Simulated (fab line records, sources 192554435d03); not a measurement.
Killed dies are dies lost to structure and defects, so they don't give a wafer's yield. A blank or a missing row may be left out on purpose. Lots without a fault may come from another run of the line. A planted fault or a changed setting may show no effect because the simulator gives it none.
Split-lot experiment | flow n5_finfet | 7 lots, 21 wafers read, on a route of 1938 steps

THE SPLIT
At N5_HKMG_FIN_EXPOSE_46 (exposes mask NDIPOLE), the setting dose_mj was moved away from the recipe's 40 on 8 of the 21 wafers read, by -4.5% to +5.9%. The other wafers ran this setting at the recipe's value.

FROM THE SPLIT TO THE READING: what the file shows between them, 2 steps
- N5_HKMG_FIN_PEB_47: peb time 60 s
- N5_HKMG_FIN_DEVELOP_48: develop time 30 s

THE READING
cd_nm, in nm, at N5_HKMG_FIN_CD_MEAS_49 (target cd 202 nm). Fault-free wafers of this fab line usually give 202.1 nm, standard deviation 0.61 nm.

wafer  | tool, chamber at the split | dose_mj as run | against the recipe | cd_nm, nm | against lot-mates on the recipe
L075.2 | arfi_scanner-03, 0         | 40             | recipe             | 202.5     | -
L075.4 | arfi_scanner-03, 0         | 40             | recipe             | 202.3     | -
L075.5 | arfi_scanner-03, 0         | 40             | recipe             | 202.6     | -
L081.4 | arfi_scanner-03, 0         | 40             | recipe             | 202.4     | -
L081.5 | arfi_scanner-03, 0         | 40             | recipe             | 203.4     | -
L081.6 | arfi_scanner-03, 0         | 40             | recipe             | 203.3     | -
L082.2 | arfi_scanner-01, 0         | 41.72          | +4.3%              | 204.1     | +2.3
L082.3 | arfi_scanner-01, 0         | 40             | recipe             | 201.8     | -
L082.6 | arfi_scanner-01, 0         | 41.72          | +4.3%              | 204.4     | +2.6
L085.1 | arfi_scanner-02, 0         | 38.19          | -4.5%              | 199.5     | -2.6
L085.2 | arfi_scanner-02, 0         | 38.19          | -4.5%              | 199.9     | -2.2
L085.5 | arfi_scanner-02, 0         | 40             | recipe             | 202.1     | -
L088.2 | arfi_scanner-03, 0         | 38.79          | -3.0%              | 199.7     | -1.5
L088.5 | arfi_scanner-03, 0         | 38.79          | -3.0%              | 200.3     | -0.9
L088.6 | arfi_scanner-03, 0         | 40             | recipe             | 201.2     | -
L093.2 | arfi_scanner-01, 0         | 40             | recipe             | 202.3     | -
L093.4 | arfi_scanner-01, 0         | 40             | recipe             | 202.9     | -
L093.6 | arfi_scanner-01, 0         | 40             | recipe             | 202.5     | -
L095.1 | arfi_scanner-03, 0         | 42.36          | +5.9%              | 205.2     | +2.6
L095.3 | arfi_scanner-03, 0         | 40             | recipe             | 202.6     | -
L095.4 | arfi_scanner-03, 0         | 42.36          | +5.9%              | 205.3     | +2.7

THE FIT
A straight line over all 21 wafers: cd_nm changes by +0.538 nm for each +1% of dose_mj; r = +0.94; the points scatter about the line by 0.56 nm.
The same after taking each lot's own level away (the mean of its wafers on the recipe; 21 wafers): +0.49 nm for each +1%; r = +0.98; scatter 0.3 nm.
On that fit, the largest move of dose_mj shifts the reading by 2.9 nm.
The lots' own levels span 201.20 to 203.03 nm, that is 3.0 times the standard deviation above.
So the lot-to-lot level changes the slope little: the two slopes agree.
Check: with one of the wafers moved furthest among these (+5.9%) left out of the fit, the line predicts +3.01 nm for it against its lot-mates. It came out at +2.6 nm against them.

THE WHOLE CHAIN: every reading that the file lists as answering this split, in the file's order
step                   | what it does                                           | reading                                                                | change (the file's fit)               | r (the file's)
N5_HKMG_FIN_CD_MEAS_49 | target cd 202 nm                                       | cd_nm                                                                  | +0.497 nm for each +1% of the setting | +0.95
N5_HKMG_FIN_ETCH_54    | etches SiARC in CF4, target depth 45.5 nm, time 75.8 s | HKMG_FIN.cd_offset_nm (the simulator's own value, which no gauge read) | +0.574 nm for each +1% of the setting | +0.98
N5_HKMG_FIN_ETCH_58    | etches SOC in N2/H2, target depth 215.8 nm, time 741 s | HKMG_FIN.cd_offset_nm (the simulator's own value, which no gauge read) | +0.582 nm for each +1% of the setting | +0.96

THE FILE'S OWN FIT
cd_nm changes by +0.497 nm for each +1% of dose_mj, r = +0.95.
